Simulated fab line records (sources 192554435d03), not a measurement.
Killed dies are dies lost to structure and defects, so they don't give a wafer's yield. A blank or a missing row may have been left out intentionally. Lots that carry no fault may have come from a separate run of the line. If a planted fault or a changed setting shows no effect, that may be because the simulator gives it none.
fab line records    flow n5_finfet
record: lots: 7  wafers: 18  last_day: 18
route steps=1938 shown BEOL_M2@857 BEOL_M4@1111 PASSIVATION@1936
lots untouched by any fault: they come from a run of this same line in which no faults occurred
start_h: hours from the record's opening day to when the first of the lot's shown wafers began    wait_h: hours since the lot's step before    " the same as in the row above    L1.1+2: one row covering several wafers at once    - either no value or no given start    * or withheld: withheld    < > ~ a bound
route shown NAME@n: NAME is a module with steps in the file, n the number in the route of the first one    usual: mean and standard deviation over wafers with no fault    same: alike in all rows    chamber/n: place in a boat    sites: each site's reading    _std_site: the standard deviation of these    _edge_site: mean of outer sites minus mean of inner sites    radius_mm: how far each site lies from the wafer's centre    mask NAME#n: copy n    behind: the last tool/chamber to shape the wafer    hold: why the lot was held/for how many hours/how that ended    device: transistor that didn't switch, given as n, p or np    end of line: the tests these same wafers got at the end of their route    step lacking rows: just its recipe    killed: dies that structure and defects cost at the first sort, which is not the same as the wafer's yield    map: the dies of a wafer, with x for killed, . for not killed, _ for no die there
set.NAME: the setting as run; set.NAME@STEP: as run at that earlier step    model.NAME: the simulator's own value behind a step, which no gauge read
a table for each step, a row for each wafer; lots at some steps of the route
services: the hour from which a tool's chamber was out of use, counted from the record's first day as start_h (under 0 if before that day), plus the number of hours and why
== steps ==
step: N5_BEOL_M2_DESCUM_16
recipe: chemistry: O2  time_s: 7  source_power_w: 50  bias_power_w: 20  pressure_mtorr: 20  rf_frequency_hz: 2.712e+07  temp_c: 40  resist: CAR-EUV  o2_flow_sccm: 225
usual: drypump_motor_current_A: 5.7/0.39  oes_product_au: 0.84/0.084  rf_vpp_V: 243.2/1.7  showerhead_plenum_p_Torr: 2.11/0.094  throttle_valve_pct: 20.42/0.24
lot.wafer  tool         chamber  start_h  wait_h  drypump_motor_current_A  oes_product_au  rf_hours_counter_h  rf_vpp_V  showerhead_plenum_p_Torr  throttle_valve_pct
L741.2     rie_diel-01  3        166.09   0.1     6.5                      0.89            27                  246.1     2.24                      20.69
L741.3     "            0        "        "       5.7                      0.90            18                  243.3     2.03                      20.26
L741.5     "            2        "        "       5.1                      0.94            -                   242.8     2.04                      20.00
L743.2     rie_diel-03  2        178.90   0.0     5.7                      0.69            232                 241.5     2.00                      20.81
L743.5     "            2        "        "       5.6                      0.69            -                   241.3     2.00                      20.80
L743.6     "            3        "        "       6.5                      0.71            -                   244.1     2.09                      20.37
L748.1     rie_diel-03  2        202.49   0.0     5.6                      0.68            240                 242.1     2.00                      20.81
L748.3     "            0        "        "       5.6                      0.95            7                   243.9     2.22                      20.00
L748.5     "            3        "        "       6.4                      0.70            -                   243.4     2.09                      20.36
L751.2     rie_diel-01  1        217.57   0.0     5.8                      0.86            72                  243.5     2.06                      20.44
L751.4     "            0        "        "       5.7                      0.86            36                  241.0     2.03                      20.28
L753.2     rie_diel-03  3        228.38   0.0     6.4                      0.70            206                 241.8     2.09                      20.38
L753.5     "            3        "        "       6.4                      0.69            -                   243.7     2.08                      20.39
L754.4     rie_diel-03  0        236.10   0.0     5.7                      0.91            19                  245.5     2.22                      20.02
L754.5     "            1        "        "       5.4                      0.85            -                   244.5     2.20                      20.45
L759.2     rie_diel-01  0        271.04   3.5     5.6                      0.84            55                  243.8     2.02                      20.31
L759.5     "            1        "        "       5.8                      0.85            -                   241.6     2.05                      20.44
L759.6     "            2        "        "       5.1                      0.88            -                   243.3     2.03                      20.05
step: N5_BEOL_M2_ETCH_74
recipe: chemistry: N2/H2  target: underlayer  target_depth_a: 65  mask_material: CAR-EUV  time_s: 5.2  ion_energy_ev: 200  pressure_mtorr: 30  source_w: 840  bias_w: 150  n2_flow_sccm: 200  h2_flow_sccm: 200  ends: cleared
step: N5_BEOL_M2_ETCH_63
recipe: chemistry: CF4  target: SiARC  target_depth_a: 156  mask_material: CAR-EUV  time_s: 26  ion_energy_ev: 80  pressure_mtorr: 40  source_w: 545  bias_w: 36  Ar_flow_sccm: 100  cf4_flow_sccm: 100  ends: cleared
usual: drypump_motor_current_A: 5.7/0.39  etch_rf_on_time_s: 25.7/0.7  oes_product_au: 0.72/0.074  rf_vpp_V: 184.3/1.4  showerhead_plenum_p_Torr: 2.15/0.094  throttle_valve_pct: 15.56/0.22
lot.wafer  tool         chamber  start_h  wait_h  drypump_motor_current_A  etch_rf_on_time_s  oes_product_au  rf_hours_counter_h  rf_vpp_V  showerhead_plenum_p_Torr  throttle_valve_pct
L741.2     rie_diel-01  3        166.14   0.0     6.5                      24.5               0.79            27                  187.1     2.29                      15.81
L741.3     "            0        "        "       5.6                      26.2               0.77            18                  183.7     2.10                      15.49
L741.5     "            2        "        "       5.1                      25.3               0.81            -                   183.3     2.10                      15.25
L743.2     rie_diel-03  2        178.95   0.0     5.6                      26.8               0.58            232                 183.0     2.03                      15.87
L743.5     "            2        "        "       5.6                      26.8               0.58            -                   181.5     2.03                      15.88
L743.6     "            3        "        "       6.4                      25.4               0.61            -                   183.7     2.12                      15.49
L748.1     rie_diel-03  2        202.54   0.0     5.7                      26.9               0.57            240                 181.3     2.02                      15.89
L748.3     "            0        "        "       5.7                      25.4               0.80            7                   186.2     2.28                      15.23
L748.5     "            3        "        "       6.4                      25.6               0.61            -                   183.1     2.12                      15.50
L751.2     rie_diel-01  1        217.62   0.0     5.9                      25.2               0.75            72                  184.1     2.09                      15.46
L751.4     "            0        "        "       5.6                      26.6               0.73            37                  184.6     2.09                      15.51
L753.2     rie_diel-03  3        228.43   0.0     6.4                      25.6               0.60            206                 184.7     2.12                      15.52
L753.5     "            3        "        "       6.4                      25.7               0.60            -                   184.4     2.12                      15.52
L754.4     rie_diel-03  0        236.16   0.0     5.6                      25.6               0.79            19                  186.4     2.28                      15.25
L754.5     "            1        "        "       5.5                      25.4               0.72            -                   187.3     2.24                      15.55
L759.2     rie_diel-01  0        271.09   0.0     5.6                      26.3               0.72            55                  183.6     2.09                      15.55
L759.5     "            1        "        "       5.8                      24.7               0.74            -                   184.3     2.09                      15.49
L759.6     "            2        "        "       5.1                      25.7               0.75            -                   183.0     2.09                      15.31
step: N5_BEOL_M2_ETCH_64
recipe: chemistry: N2/H2  target: SOC  target_depth_a: 750  overetch_a: 225  mask_material: SiARC  temp_c: 40  time_s: 121.9  ion_energy_ev: 200  pressure_mtorr: 30  source_w: 840  bias_w: 150  n2_flow_sccm: 200  h2_flow_sccm: 200
step: N5_BEOL_M2_STRIP_65
recipe: chemistry: N2/H2  temp_c: 40  n2_flow_sccm: 200  h2_flow_sccm: 200  rf_frequency_hz: 6e+07
step: N5_BEOL_M2_STRIP_75
recipe: chemistry: N2/H2  temp_c: 40  n2_flow_sccm: 200  h2_flow_sccm: 200  rf_frequency_hz: 6e+07
step: N5_BEOL_M2_STRIP_66
recipe: chemistry: CF4  resist: SiARC  power_w: 300  bias_power_w: 75  pressure_mtorr: 50  cf4_flow_sccm: 150  rf_frequency_hz: 6e+07
usual: drypump_motor_current_A: 5.7/0.39  oes_product_au: 0.83/0.081  power_w: 300.0/0.83  rf_vpp_V: 271.3/1.8  showerhead_plenum_p_Torr: 1.81/0.079  throttle_valve_pct: 13.52/0.22
lot.wafer  tool         chamber  start_h  wait_h  drypump_motor_current_A  oes_product_au  power_w  rf_hours_counter_h  rf_vpp_V  showerhead_plenum_p_Torr  throttle_valve_pct
L741.2     rie_diel-01  3        166.30   0.0     6.4                      0.89            299.8    27                  273.2     1.92                      13.70
L741.3     "            0        "        "       5.6                      0.89            299.7    18                  271.3     1.76                      13.41
L741.5     "            2        "        "       5.1                      0.92            300.7    -                   270.0     1.76                      13.25
L743.2     rie_diel-03  2        179.11   0.0     5.7                      0.69            301.3    232                 270.5     1.69                      13.88
L743.5     "            2        "        "       5.6                      0.68            300.5    -                   269.8     1.69                      13.86
L743.6     "            3        "        "       6.4                      0.71            299.6    -                   270.5     1.78                      13.51
L748.1     rie_diel-03  2        202.70   0.0     5.7                      0.68            299.7    240                 268.9     1.69                      13.88
L748.3     "            0        "        "       5.7                      0.93            299.7    7                   272.8     1.92                      13.22
L748.5     "            3        "        "       6.4                      0.70            300.7    -                   271.2     1.78                      13.55
L751.2     rie_diel-01  1        217.78   0.0     5.8                      0.84            299.0    73                  269.6     1.76                      13.41
L751.4     "            0        "        "       5.6                      0.86            299.4    37                  270.2     1.75                      13.45
L753.2     rie_diel-03  3        228.59   0.0     6.4                      0.69            301.2    206                 270.4     1.78                      13.55
L753.5     "            3        "        "       6.4                      0.69            301.6    -                   271.5     1.78                      13.55
L754.4     rie_diel-03  0        236.32   0.0     5.6                      0.90            298.9    19                  273.5     1.92                      13.25
L754.5     "            1        "        "       5.5                      0.84            299.6    -                   273.0     1.87                      13.46
L759.2     rie_diel-01  0        271.25   0.0     5.6                      0.84            299.8    55                  269.5     1.75                      13.49
L759.5     "            1        "        "       5.8                      0.83            299.7    -                   268.6     1.75                      13.45
L759.6     "            2        "        "       5.1                      0.86            300.4    -                   268.4     1.76                      13.28
step: N5_BEOL_M2_HM_OPEN_17
recipe: chemistry: Cl2/BCl3  target_depth_a: 200  overetch_a: 60  target: TiN  mask_material: SOC  ion_energy_ev: 150  pressure_mtorr: 10  icp_w: 1000  bias_w: 126  Cl2_flow_sccm: 53.25  bcl3_flow_sccm: 21.75  Ar_flow_sccm: 25
usual: drypump_motor_current_A: 5.6/0.35  oes_product_au: 0.59/0.042  throttle_valve_pct: 22.3/0.31
lot.wafer  tool          chamber  start_h  wait_h  drypump_motor_current_A  oes_product_au  rf_hours_counter_h  throttle_valve_pct
L741.2     rie_metal-01  1        166.34   0.0     5.3                      0.61            59                  22.0
L741.3     "             0        "        "       5.6                      0.56            -                   22.3
L741.5     "             0        "        "       5.6                      0.56            -                   22.3
L743.2     rie_metal-01  0        179.17   0.0     5.5                      0.56            85                  22.3
L743.5     "             1        "        "       5.3                      0.62            -                   22.0
L743.6     "             0        "        "       5.6                      0.57            -                   22.3
L748.1     rie_metal-01  1        202.74   0.0     5.3                      0.61            63                  22.0
L748.3     "             0        "        "       5.6                      0.56            -                   22.3
L748.5     "             0        "        "       5.6                      0.57            -                   22.3
L751.2     rie_metal-03  0        217.82   0.0     5.3                      0.55            108                 22.5
L751.4     "             0        "        "       5.3                      0.56            -                   22.5
L753.2     rie_metal-01  0        228.63   0.0     5.6                      0.56            89                  22.3
L753.5     "             1        "        "       5.3                      0.60            -                   22.0
L754.4     rie_metal-03  0        236.39   0.1     5.3                      0.55            -                   22.5
L754.5     "             1        "        "       6.0                      0.66            -                   22.1
L759.2     rie_metal-03  1        271.29   0.0     6.0                      0.65            43                  22.2
L759.5     "             0        "        "       5.3                      0.54            -                   22.6
L759.6     "             1        "        "       6.0                      0.65            -                   22.2
step: N5_BEOL_M2_STRIP_19
recipe: chemistry: O2  power_w: 400  temp_c: 40  pressure_mtorr: 30  rf_frequency_hz: 6e+07  bias_power_w: 0  overash_fraction: 0.2  o2_flow_sccm: 225
usual: drypump_motor_current_A: 5.65/0.27  oes_product_au: 0.84/0.082  rf_vpp_V: 3.6/0.48  showerhead_plenum_p_Torr: 2.12/0.1  throttle_valve_pct: 16.68/0.23
lot.wafer  tool         chamber  start_h  wait_h  drypump_motor_current_A  oes_product_au  rf_hours_counter_h  rf_vpp_V  showerhead_plenum_p_Torr  throttle_valve_pct
L741.2     rie_diel-05  1        166.66   0.3     5.59                     0.94            5                   3.9       2.05                      16.42
L741.3     "            0        "        "       5.52                     0.80            113                 3.5       1.95                      17.02
L741.5     "            0        "        "       5.52                     0.79            -                   3.4       1.95                      17.01
L743.2     rie_diel-01  0        179.28   0.1     5.64                     0.90            22                  3.6       2.04                      16.49
L743.5     "            0        "        "       5.62                     0.89            -                   4.0       2.04                      16.50
L743.6     "            3        "        "       6.47                     0.88            -                   3.6       2.24                      16.84
L748.1     rie_diel-05  3        202.85   0.1     5.50                     0.68            249                 4.4       2.15                      16.96
L748.3     "            0        "        "       5.54                     0.78            122                 4.5       1.95                      17.04
L748.5     "            2        "        "       5.61                     0.85            -                   4.4       2.23                      16.62
L751.2     rie_diel-05  1        217.93   0.1     5.57                     0.89            26                  3.7       2.04                      16.46
L751.4     "            2        "        "       5.65                     0.83            -                   3.5       2.23                      16.64
L753.2     rie_diel-05  0        228.92   0.3     5.58                     0.77            133                 4.5       1.94                      17.06
L753.5     "            2        "        "       5.64                     0.84            -                   3.9       2.23                      16.65
L754.4     rie_diel-05  0        236.47   0.1     5.52                     0.77            136                 2.9       1.94                      17.07
L754.5     "            3        "        "       5.49                     0.96            -                   3.1       2.15                      16.58
L759.2     rie_diel-03  3        271.61   0.3     6.43                     0.70            216                 4.3       2.09                      16.67
L759.5     "            0        "        "       5.64                     0.89            -                   3.5       2.22                      16.25
L759.6     "            1        "        "       5.45                     0.83            -                   2.6       2.20                      16.67
step: N5_BEOL_M2_CD_MEAS_18
recipe: pitch_nm: 36  target_cd_nm: 18
usual: cd_nm: 18.0/0.34
lot.wafer  tool       chamber  start_h  wait_h  cd_nm
L741.2     cd_sem-02  -        166.73   0.1     18.2
L741.3     "          -        "        "       18.1
L741.5     "          -        "        "       17.9
L743.2     cd_sem-02  -        179.35   0.1     18.3
L743.5     "          -        "        "       18.1
L743.6     "          -        "        "       18.2
L748.1     cd_sem-01  -        202.92   0.0     17.4
L748.3     "          -        "        "       18.0
L748.5     "          -        "        "       17.9
L751.2     cd_sem-03  -        218.00   0.1     18.2
L751.4     "          -        "        "       18.0
L753.2     cd_sem-03  -        228.99   0.1     17.5
L753.5     "          -        "        "       18.1
L754.4     cd_sem-03  -        236.54   0.1     18.3
L754.5     "          -        "        "       18.1
L759.2     cd_sem-01  -        271.69   0.1     18.1
L759.5     "          -        "        "       18.4
L759.6     "          -        "        "       18.1
step: N5_BEOL_M2_COAT_67
recipe: resist: SOC  temp_c: 250  time_s: 60  spin_rpm: 1500  resist_thk_nm: 60
step: N5_BEOL_M2_COAT_68
recipe: resist: SiARC  temp_c: 220  time_s: 60  spin_rpm: 1500  resist_thk_nm: 12
step: N5_BEOL_M2_COAT_76
recipe: resist: underlayer  temp_c: 205  time_s: 60  spin_rpm: 1500  resist_thk_nm: 5
usual: exhaust_pa: 45.1/0.95  heater_power_total_W: 391.7/1.4  run_length_s: 66.18/0.15
lot.wafer  tool            chamber  start_h  wait_h  exhaust_pa  heater_power_total_W  run_length_s
L741.2     litho_track-02  0        166.77   -       44.2        392.4                 66.32
L741.3     "               0        "        "       44.8        392.4                 66.13
L741.5     "               0        "        "       44.5        393.7                 66.16
L743.2     litho_track-02  0        179.39   -       46.4        390.2                 66.11
L743.5     "               0        "        "       46.0        390.7                 66.13
L743.6     "               0        "        "       47.9        389.7                 66.15
L748.1     litho_track-04  0        202.96   -       44.8        391.3                 66.22
L748.3     "               0        "        "       43.9        389.7                 66.20
L748.5     "               0        "        "       44.4        391.1                 66.54
L751.2     litho_track-04  0        218.04   -       44.2        425.1                 58.67
L751.4     "               0        "        "       45.2        393.3                 66.54
L753.2     litho_track-04  0        229.03   -       46.2        424.4                 58.70
L753.5     "               0        "        "       44.6        424.1                 58.74
L754.4     litho_track-04  0        236.58   -       44.7        393.8                 66.13
L754.5     "               0        "        "       46.0        423.0                 58.70
L759.2     litho_track-01  0        271.73   -       44.8        391.6                 66.05
L759.5     "               0        "        "       44.4        390.1                 66.06
L759.6     "               0        "        "       44.2        392.4                 65.99
step: N5_BEOL_M2_COAT_22
recipe: resist: CAR-EUV  spin_rpm: 1500  resist_thk_nm: 30
step: N5_BEOL_M4_RC_MEAS_101
usual: DIBL_N: 36.1/1.6  DIBL_P: 35.8/2  IOFF_N: 0.157/0.029  IOFF_P: 0.21/0.034  ION_N: 677/13  ION_P: 465/8.1  SS_N: 71.3/0.61  SS_P: 73.2/0.65  VT_N: 249/3.3  VT_P: -250/3.2
lot.wafer  tool       chamber  start_h  wait_h  DIBL_N[mV/V]  DIBL_P[mV/V]  IOFF_N[nA/um]  IOFF_P[nA/um]  ION_N[uA/um]  ION_P[uA/um]  SS_N[mV/dec]  SS_P[mV/dec]  VT_N[mV]  VT_P[mV]
L741.2     prober-01  0        229.32   0.2     36.0          33.5          0.140          0.20           668           458           71.5          72.9          249       -248
L741.3     "          0        "        "       36.3          34.1          0.150          0.21           666           464           71.3          73.0          247       -247
L741.5     "          0        "        "       35.9          33.8          0.151          0.20           681           467           70.9          72.8          249       -248
L743.2     prober-01  0        240.43   0.2     35.5          35.6          0.132          0.18           663           454           71.5          73.5          252       -253
L743.5     "          0        "        "       35.3          35.5          0.131          0.18           666           454           71.2          72.9          254       -254
L743.6     "          0        "        "       37.5          38.2          0.182          0.22           684           462           72.0          73.2          245       -251
L748.1     prober-02  0        251.90   0.0     35.2          35.5          0.158          0.21           686           469           71.3          72.9          247       -252
L748.3     "          0        "        "       37.0          37.7          0.172          0.24           678           472           72.2          73.6          248       -248
L748.5     "          0        "        "       37.9          38.6          0.183          0.25           677           465           72.9          74.1          249       -247
L751.2     prober-02  0        291.97   0.2     37.7          38.7          0.219          0.25           695           464           72.5          74.6          243       -246
L751.4     "          0        "        "       33.8          33.4          0.130          0.17           680           470           70.5          73.2          250       -253
L753.2     prober-01  0        292.71   0.4     38.0          38.7          0.196          0.28           695           480           71.4          74.0          248       -245
L753.5     "          0        "        "       34.6          33.3          0.118          0.18           650           454           70.3          72.6          257       -252
L754.4     prober-01  0        308.14   0.6     35.5          35.3          0.136          0.21           664           463           71.3          73.2          253       -248
L754.5     "          0        "        "       38.5          39.3          0.196          0.27           679           466           71.6          74.1          247       -244
L759.2     prober-02  0        325.20   0.2     37.3          37.2          0.184          0.22           698           470           71.4          73.0          246       -250
L759.5     "          0        "        "       38.0          39.4          0.208          0.25           702           473           72.0          73.4          241       -247
L759.6     "          0        "        "       35.3          35.0          0.158          0.19           687           474           70.7          73.2          249       -251
step: N5_PASSIVATION_PROBE_49
usual: defect_limited_yield: 91.0/1.4  killed_at_M0_to_M3: 33/11  killed_at_M4_up: 14/5  killed_at_contacts: 11/7.3  killed_at_front_end: 43/12  killed_at_other: 4/3.1  killed_dies: 106/17  killed_open: 69/13  killed_short: 34/8.7  sort_bin_5_function: 5.2/0.96  sort_bin_6_memory: 3.3/0.66  sort_bin_8_speed: 0.00/0.012  sort_n_pass: 1074/17  sort_yield_pct: 91.0/1.4
same: gross_dies: 1180  killed_at_back_side: 0  sort_bin_4_leakage[%]: 0
lot.wafer  tool       chamber  start_h  wait_h  defect_limited_yield[%]  killed_at_M0_to_M3  killed_at_M4_up  killed_at_contacts  killed_at_front_end  killed_at_other  killed_dies  killed_open  killed_short  sort_bin_5_function[%]  sort_bin_6_memory[%]  sort_bin_8_speed[%]  sort_n_pass  sort_yield_pct[%]
L741.2     prober-01  -        336.61   0.1     90.2                     37                  15               15                  47                   2                116          80           36            5.8                     3.8                   0                    1064         90.2
L741.3     prober-01  -        336.66   0.1     90.1                     33                  9                13                  55                   7                117          69           42            4.8                     4.3                   0                    1063         90.1
L741.5     prober-01  -        336.76   0.2     90.8                     35                  8                15                  48                   3                109          84           24            5.4                     3.7                   0                    1071         90.8
L743.2     prober-01  -        349.18   0.1     89.3                     60                  10               9                   41                   6                126          70           56            5.8                     4.5                   0                    1054         89.3
L743.5     prober-01  -        349.33   0.2     92.6                     22                  10               11                  39                   5                87           61           26            4.1                     3.1                   0                    1093         92.6
L743.6     prober-01  -        349.38   0.3     91.7                     34                  18               5                   35                   6                98           58           33            4.8                     2.9                   0                    1082         91.7
L748.1     prober-02  -        357.31   0.0     91.1                     39                  11               10                  38                   7                105          75           30            5.4                     3.2                   0                    1075         91.1
L748.3     prober-02  -        357.41   0.1     90.6                     28                  9                8                   52                   14               111          67           42            5.0                     3.6                   0                    1069         90.6
L748.5     prober-02  -        357.51   0.2     90.6                     42                  7                6                   53                   3                111          66           44            5.7                     3.3                   0                    1069         90.6
L754.4     prober-02  -        425.50   0.2     91.7                     21                  19               15                  36                   7                98           67           29            4.7                     3.1                   0                    1082         91.7
L759.2     prober-02  -        438.54   0.1     92.5                     30                  9                4                   37                   8                88           65           22            3.5                     3.5                   0                    1092         92.5
L759.5     prober-02  -        438.69   0.2     90.8                     31                  5                13                  55                   5                109          68           41            5.9                     2.9                   0                    1071         90.8
L759.6     prober-02  -        438.74   0.3     91.5                     15                  12               12                  51                   10               100          63           37            4.9                     3.3                   0                    1080         91.5
killed by level:class
L741.2 FIN_SAQP:geometric_particle:short=14 BEOL_M3:geometric_particle:open=12 MOL_CONTACT_COAG:geometric_particle:open=11 BEOL_M1:geometric_particle:open=10 BEOL_M5:geometric_particle:open=7 DUMMY_GATE:geometric_particle:open=6 BEOL_M0_SAQP:geometric_particle:open=6 FIN_SAQP:geometric_particle:open=5
L741.3 STI_FIN_REVEAL:geometric_particle:open=19 FIN_SAQP:geometric_particle:short=10 MOL_CONTACT_COAG:geometric_particle:open=10 BEOL_M0_SAQP:geometric_particle:short=6 BEOL_M2:geometric_particle:open=6 BEOL_M1:geometric_particle:open=5 HKMG_FIN:area_etch=5 DUMMY_GATE:geometric_particle:open=4
L741.5 STI_FIN_REVEAL:geometric_particle:open=16 MOL_CONTACT_COAG:geometric_particle:open=15 FIN_SAQP:geometric_particle:open=13 BEOL_M3:geometric_particle:open=8 BEOL_M0_SAQP:geometric_particle:short=7 FIN_SAQP:geometric_particle:short=6 BEOL_M1:geometric_particle:open=5 BEOL_M0_SAQP:geometric_particle:open=5
L743.2 BEOL_M0_SAQP:geometric_particle:short=21 FIN_SAQP:geometric_particle:open=15 BEOL_M1:geometric_particle:open=12 BEOL_M0_SAQP:geometric_particle:open=10 BEOL_M2:geometric_particle:open=7 FIN_SAQP:geometric_particle:short=5 GATE_CUT:geometric_particle:short=5 MOL_CONTACT_COAG:geometric_particle:open=5
L743.5 STI_FIN_REVEAL:geometric_particle:open=9 MOL_CONTACT_COAG:geometric_particle:open=7 BEOL_M1:geometric_particle:open=6 BEOL_M2:geometric_particle:open=5 STARTING-WAFER:geometric_particle:open=5 DUMMY_GATE:geometric_particle:open=4 GATE_CUT:geometric_particle:open=4 MOL_CONTACT_COAG:geometric_particle:short=4
L743.6 BEOL_M2:geometric_particle:open=10 BEOL_M0_SAQP:geometric_particle:short=7 GATE_CUT:geometric_particle:open=6 BEOL_M4:geometric_particle:open=6 BEOL_M5:geometric_particle:open=6 HKMG_FIN:area_etch=6 BEOL_M1:geometric_particle:open=5 FIN_SAQP:geometric_particle:short=4
L748.1 STI_FIN_REVEAL:geometric_particle:open=10 MOL_CONTACT_COAG:geometric_particle:open=9 BEOL_M0_SAQP:geometric_particle:short=9 BEOL_M0_SAQP:geometric_particle:open=9 BEOL_M4:geometric_particle:open=7 FIN_SAQP:geometric_particle:open=6 DUMMY_GATE:geometric_particle:open=6 FIN_SAQP:geometric_particle:short=5
L748.3 FIN_SAQP:geometric_particle:short=13 FIN_SAQP:geometric_particle:open=12 STI_FIN_REVEAL:geometric_particle:open=7 MOL_CONTACT_COAG:geometric_particle:open=7 BEOL_M0:geometric_particle:open=7 ILD0:geometric_particle:open=6 BEOL_M0_SAQP:geometric_particle:short=6 PASS1_CAP:geometric_particle:open=6
L748.5 FIN_SAQP:geometric_particle:short=17 BEOL_M0_SAQP:geometric_particle:open=13 FIN_SAQP:geometric_particle:open=12 BEOL_M0_SAQP:geometric_particle:short=8 DUMMY_GATE:geometric_particle:open=7 MOL_CONTACT_COAG:geometric_particle:open=6 BEOL_M3:geometric_particle:open=6 GATE_CUT:geometric_particle:short=5
L754.4 MOL_CONTACT_COAG:geometric_particle:open=12 STI_FIN_REVEAL:geometric_particle:open=10 BEOL_M3:geometric_particle:open=6 BEOL_M4:geometric_particle:open=6 BEOL_M0_SAQP:geometric_particle:short=5 MIM_TOP:geometric_particle:open=5 FIN_SAQP:geometric_particle:short=4 FIN_SAQP:geometric_particle:open=4
L759.2 STI_FIN_REVEAL:geometric_particle:open=12 BEOL_M0_SAQP:geometric_particle:open=10 PASS1_CAP:geometric_particle:short=8 BEOL_M3:geometric_particle:open=7 FIN_SAQP:geometric_particle:short=5 DUMMY_GATE:geometric_particle:open=5 FIN_SAQP:geometric_particle:open=4 MOL_CONTACT_COAG:geometric_particle:open=4
L759.5 FIN_SAQP:geometric_particle:open=16 BEOL_M0_SAQP:geometric_particle:short=11 FIN_SAQP:geometric_particle:short=10 STI_FIN_REVEAL:geometric_particle:open=9 MOL_CONTACT_COAG:geometric_particle:open=9 ILD0:geometric_particle:short=7 BEOL_M3:geometric_particle:open=6 BEOL_M0_SAQP:geometric_particle:open=5
L759.6 FIN_SAQP:geometric_particle:short=11 MOL_CONTACT_COAG:geometric_particle:open=10 FIN_SAQP:geometric_particle:open=8 GATE_CUT:geometric_particle:open=8 STI_FIN_REVEAL:geometric_particle:open=6 PASS1_CAP:geometric_particle:open=6 DUMMY_GATE:geometric_particle:open=5 BEOL_M4:geometric_particle:short=5
== services ==
tool          chamber  start_h  hours  kind
rie_diel-03   2        165.53   5.8    repair
rie_diel-05   0        191.10   10.4   repair
rie_diel-01   2        193.46   18.9   repair
rie_metal-03  -        194.96   0.5    repair
rie_diel-03   2        206.92   7.6    repair
rie_diel-05   3        208.59   -      clean
rie_diel-05   3        208.59   -      consumable_replace:focus_ring
rie_diel-05   3        208.59   21.5   scheduled_down
rie_diel-05   3        208.59   21.5   vent_cycle
rie_diel-03   2        243.45   -      clean
rie_diel-03   2        243.45   -      consumable_replace:focus_ring
rie_diel-03   2        243.45   -      consumable_replace:showerhead
rie_diel-03   2        243.45   24.1   scheduled_down
rie_diel-03   2        243.45   24.1   vent_cycle
rie_metal-01  -        245.07   1.4    pm
rie_diel-03   -        255.51   15.6   pm
rie_diel-05   -        266.94   15.6   pm
== key ==
first_sign: step: N5_BEOL_M2_COAT_76  reading: run_length_s  direction: down  sigmas: 50  usual: *  struck: *
effect: step: N5_BEOL_M2_COAT_76  reading: heater_power_total_W  direction: up  sigmas: 24  usual: *  struck: *
met_at N5_BEOL_M2_COAT_76
struck_wafers L751.2,L753.2,L753.5,L754.5
onset_between 202.96 218.04
fault: kind: process_parameter_drift  tool: litho_track-04  chamber: -  onset_h: 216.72  steps: N5_BEOL_M2_COAT_76  channel: time_s  offset: *  shape: step  end_h: 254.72  scope: struck_wafers_only  acts_in: *  stated: *
